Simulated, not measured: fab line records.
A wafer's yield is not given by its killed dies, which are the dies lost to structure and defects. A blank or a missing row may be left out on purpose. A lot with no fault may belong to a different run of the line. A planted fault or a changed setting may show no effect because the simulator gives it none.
Chamber matching :: flow nand-harc :: NHARC_P_BONDPAD_ETCH_37 on rie-diel-04: 4 sister chambers
The step etches the open film in N2/H2, target depth 60 nm, overetch 18 nm, time 65.91 s. 45 wafers are shown with their chamber, then 12 later ones without.

WAFERS WITH THEIR CHAMBER
wafer: L074.2
chamber: 0
showerhead-plenum-p-Torr (Torr): 2.17
drypump-motor-current-A (A): 5.4
rf-vpp-V (V): 434.1

wafer: L074.3
chamber: 2
showerhead-plenum-p-Torr (Torr): 2.05
drypump-motor-current-A (A): 5.3
rf-vpp-V (V): 430.4

wafer: L074.6
chamber: 3
showerhead-plenum-p-Torr (Torr): 2.06
drypump-motor-current-A (A): 6.5
rf-vpp-V (V): 431.0

wafer: L076.2
chamber: 2
showerhead-plenum-p-Torr (Torr): 2.05
drypump-motor-current-A (A): 5.3
rf-vpp-V (V): 430.7

wafer: L076.5
chamber: 3
showerhead-plenum-p-Torr (Torr): 2.06
drypump-motor-current-A (A): 6.5
rf-vpp-V (V): 432.2

wafer: L076.6
chamber: 0
showerhead-plenum-p-Torr (Torr): 2.17
drypump-motor-current-A (A): 5.3
rf-vpp-V (V): 434.0

wafer: L075.3
chamber: 2
showerhead-plenum-p-Torr (Torr): 2.05
drypump-motor-current-A (A): 5.3
rf-vpp-V (V): 430.9

wafer: L075.4
chamber: 3
showerhead-plenum-p-Torr (Torr): 2.06
drypump-motor-current-A (A): 6.5
rf-vpp-V (V): 431.5

wafer: L075.5
chamber: 3
showerhead-plenum-p-Torr (Torr): 2.06
drypump-motor-current-A (A): 6.5
rf-vpp-V (V): 430.6

wafer: L077.3
chamber: 0
showerhead-plenum-p-Torr (Torr): 2.17
drypump-motor-current-A (A): 5.4
rf-vpp-V (V): 434.3

wafer: L077.5
chamber: 1
showerhead-plenum-p-Torr (Torr): 2.19
drypump-motor-current-A (A): 5.3
rf-vpp-V (V): 435.4

wafer: L077.6
chamber: 0
showerhead-plenum-p-Torr (Torr): 2.17
drypump-motor-current-A (A): 5.4
rf-vpp-V (V): 434.8

wafer: L080.1
chamber: 2
showerhead-plenum-p-Torr (Torr): 2.05
drypump-motor-current-A (A): 5.3
rf-vpp-V (V): 432.0

wafer: L080.5
chamber: 1
showerhead-plenum-p-Torr (Torr): 2.19
drypump-motor-current-A (A): 5.3
rf-vpp-V (V): 434.7

wafer: L080.6
chamber: 2
showerhead-plenum-p-Torr (Torr): 2.05
drypump-motor-current-A (A): 5.3
rf-vpp-V (V): 432.0

wafer: L079.2
chamber: 1
showerhead-plenum-p-Torr (Torr): 2.19
drypump-motor-current-A (A): 5.3
rf-vpp-V (V): 434.6

wafer: L079.3
chamber: 3
showerhead-plenum-p-Torr (Torr): 2.06
drypump-motor-current-A (A): 6.5
rf-vpp-V (V): 432.0

wafer: L079.6
chamber: 2
showerhead-plenum-p-Torr (Torr): 2.05
drypump-motor-current-A (A): 5.3
rf-vpp-V (V): 431.1

wafer: L081.1
chamber: 0
showerhead-plenum-p-Torr (Torr): 2.17
drypump-motor-current-A (A): 5.3
rf-vpp-V (V): 433.4

wafer: L081.2
chamber: 2
showerhead-plenum-p-Torr (Torr): 2.05
drypump-motor-current-A (A): 5.3
rf-vpp-V (V): 430.1

wafer: L081.6
chamber: 0
showerhead-plenum-p-Torr (Torr): 2.17
drypump-motor-current-A (A): 5.4
rf-vpp-V (V): 434.8

wafer: L083.2
chamber: 2
showerhead-plenum-p-Torr (Torr): 2.05
drypump-motor-current-A (A): 5.3
rf-vpp-V (V): 430.7

wafer: L083.3
chamber: 1
showerhead-plenum-p-Torr (Torr): 2.18
drypump-motor-current-A (A): 5.3
rf-vpp-V (V): 432.8

wafer: L083.4
chamber: 3
showerhead-plenum-p-Torr (Torr): 2.06
drypump-motor-current-A (A): 6.5
rf-vpp-V (V): 431.4

wafer: L082.2
chamber: 3
showerhead-plenum-p-Torr (Torr): 2.06
drypump-motor-current-A (A): 6.5
rf-vpp-V (V): 431.9

wafer: L082.4
chamber: 0
showerhead-plenum-p-Torr (Torr): 2.17
drypump-motor-current-A (A): 5.3
rf-vpp-V (V): 434.4

wafer: L082.6
chamber: 0
showerhead-plenum-p-Torr (Torr): 2.17
drypump-motor-current-A (A): 5.3
rf-vpp-V (V): 433.7

wafer: L087.2
chamber: 0
showerhead-plenum-p-Torr (Torr): 2.17
drypump-motor-current-A (A): 5.3
rf-vpp-V (V): 435.1

wafer: L087.3
chamber: 3
showerhead-plenum-p-Torr (Torr): 2.06
drypump-motor-current-A (A): 6.6
rf-vpp-V (V): 431.1

wafer: L087.5
chamber: 0
showerhead-plenum-p-Torr (Torr): 2.17
drypump-motor-current-A (A): 5.3
rf-vpp-V (V): 434.8

wafer: L085.1
chamber: 1
showerhead-plenum-p-Torr (Torr): 2.18
drypump-motor-current-A (A): 5.3
rf-vpp-V (V): 434.9

wafer: L085.5
chamber: 3
showerhead-plenum-p-Torr (Torr): 2.06
drypump-motor-current-A (A): 6.5
rf-vpp-V (V): 430.4

wafer: L085.6
chamber: 2
showerhead-plenum-p-Torr (Torr): 2.05
drypump-motor-current-A (A): 5.3
rf-vpp-V (V): 429.1

wafer: L086.2
chamber: 0
showerhead-plenum-p-Torr (Torr): 2.17
drypump-motor-current-A (A): 5.4
rf-vpp-V (V): 432.3

wafer: L086.3
chamber: 2
showerhead-plenum-p-Torr (Torr): 2.05
drypump-motor-current-A (A): 5.3
rf-vpp-V (V): 432.6

wafer: L086.5
chamber: 0
showerhead-plenum-p-Torr (Torr): 2.17
drypump-motor-current-A (A): 5.3
rf-vpp-V (V): 433.6

wafer: L089.2
chamber: 2
showerhead-plenum-p-Torr (Torr): 2.05
drypump-motor-current-A (A): 5.3
rf-vpp-V (V): 430.9

wafer: L089.3
chamber: 0
showerhead-plenum-p-Torr (Torr): 2.17
drypump-motor-current-A (A): 5.3
rf-vpp-V (V): 433.9

wafer: L089.5
chamber: 3
showerhead-plenum-p-Torr (Torr): 2.06
drypump-motor-current-A (A): 6.5
rf-vpp-V (V): 432.3

wafer: L088.2
chamber: 1
showerhead-plenum-p-Torr (Torr): 2.18
drypump-motor-current-A (A): 5.3
rf-vpp-V (V): 434.8

wafer: L088.4
chamber: 3
showerhead-plenum-p-Torr (Torr): 2.06
drypump-motor-current-A (A): 6.5
rf-vpp-V (V): 431.4

wafer: L088.5
chamber: 0
showerhead-plenum-p-Torr (Torr): 2.17
drypump-motor-current-A (A): 5.4
rf-vpp-V (V): 433.8

wafer: L090.1
chamber: 1
showerhead-plenum-p-Torr (Torr): 2.18
drypump-motor-current-A (A): 5.3
rf-vpp-V (V): 434.9

wafer: L090.3
chamber: 3
showerhead-plenum-p-Torr (Torr): 2.06
drypump-motor-current-A (A): 6.5
rf-vpp-V (V): 432.2

wafer: L090.5
chamber: 2
showerhead-plenum-p-Torr (Torr): 2.05
drypump-motor-current-A (A): 5.3
rf-vpp-V (V): 432.3

SIGNATURES (means of the wafers above)
reading: showerhead-plenum-p-Torr
chamber 0: 2.1700
chamber 1: 2.1843
chamber 2: 2.0500
chamber 3: 2.0600
scatter within a chamber: 0.00204

reading: drypump-motor-current-A
chamber 0: 5.343
chamber 1: 5.300
chamber 2: 5.300
chamber 3: 6.508
scatter within a chamber: 0.0326

reading: rf-vpp-V
chamber 0: 434.071
chamber 1: 434.586
chamber 2: 431.067
chamber 3: 431.500
scatter within a chamber: 0.806
Rule: a wafer's distance from a chamber is the root of the sum, over the readings, of the square of ((its reading less the chamber's mean) divided by the reading's scatter). If the next closest chamber is less than 2 further off than the closest, the wafer can't be placed; otherwise it belongs to the closest. The scatter: take each reading less its chamber's mean, square it, sum over the shown wafers, divide by the number of wafers less the number of chambers, and take the root.

WAFERS WITH NO CHAMBER GIVEN
wafer: L093.2
showerhead-plenum-p-Torr (Torr): 2.18
drypump-motor-current-A (A): 5.3
rf-vpp-V (V): 434.1

wafer: L093.3
showerhead-plenum-p-Torr (Torr): 2.17
drypump-motor-current-A (A): 5.4
rf-vpp-V (V): 435.0

wafer: L093.6
showerhead-plenum-p-Torr (Torr): 2.05
drypump-motor-current-A (A): 5.3
rf-vpp-V (V): 430.1

wafer: L095.3
showerhead-plenum-p-Torr (Torr): 2.06
drypump-motor-current-A (A): 6.5
rf-vpp-V (V): 433.1

wafer: L095.5
showerhead-plenum-p-Torr (Torr): 2.05
drypump-motor-current-A (A): 5.3
rf-vpp-V (V): 432.1

wafer: L095.6
showerhead-plenum-p-Torr (Torr): 2.06
drypump-motor-current-A (A): 6.5
rf-vpp-V (V): 430.9

wafer: L096.1
showerhead-plenum-p-Torr (Torr): 2.18
drypump-motor-current-A (A): 5.2
rf-vpp-V (V): 434.5

wafer: L096.2
showerhead-plenum-p-Torr (Torr): 2.17
drypump-motor-current-A (A): 5.3
rf-vpp-V (V): 434.4

wafer: L096.3
showerhead-plenum-p-Torr (Torr): 2.06
drypump-motor-current-A (A): 6.5
rf-vpp-V (V): 432.3

wafer: L097.2
showerhead-plenum-p-Torr (Torr): 2.05
drypump-motor-current-A (A): 5.3
rf-vpp-V (V): 432.5

wafer: L097.3
showerhead-plenum-p-Torr (Torr): 2.17
drypump-motor-current-A (A): 5.4
rf-vpp-V (V): 433.7

wafer: L097.5
showerhead-plenum-p-Torr (Torr): 2.06
drypump-motor-current-A (A): 6.5
rf-vpp-V (V): 430.6

WHICH CHAMBER EACH WENT THROUGH
wafer: L093.2
from the rows above: 1
in truth: 1

wafer: L093.3
from the rows above: 0
in truth: 0

wafer: L093.6
from the rows above: 2
in truth: 2

wafer: L095.3
from the rows above: 3
in truth: 3

wafer: L095.5
from the rows above: 2
in truth: 2

wafer: L095.6
from the rows above: 3
in truth: 3

wafer: L096.1
from the rows above: 1
in truth: 1

wafer: L096.2
from the rows above: 0
in truth: 0

wafer: L096.3
from the rows above: 3
in truth: 3

wafer: L097.2
from the rows above: 2
in truth: 2

wafer: L097.3
from the rows above: 0
in truth: 0

wafer: L097.5
from the rows above: 3
in truth: 3
Correct placement for 12 of the 12. Number that these rows cannot place: 0. 0 placed wrongly.
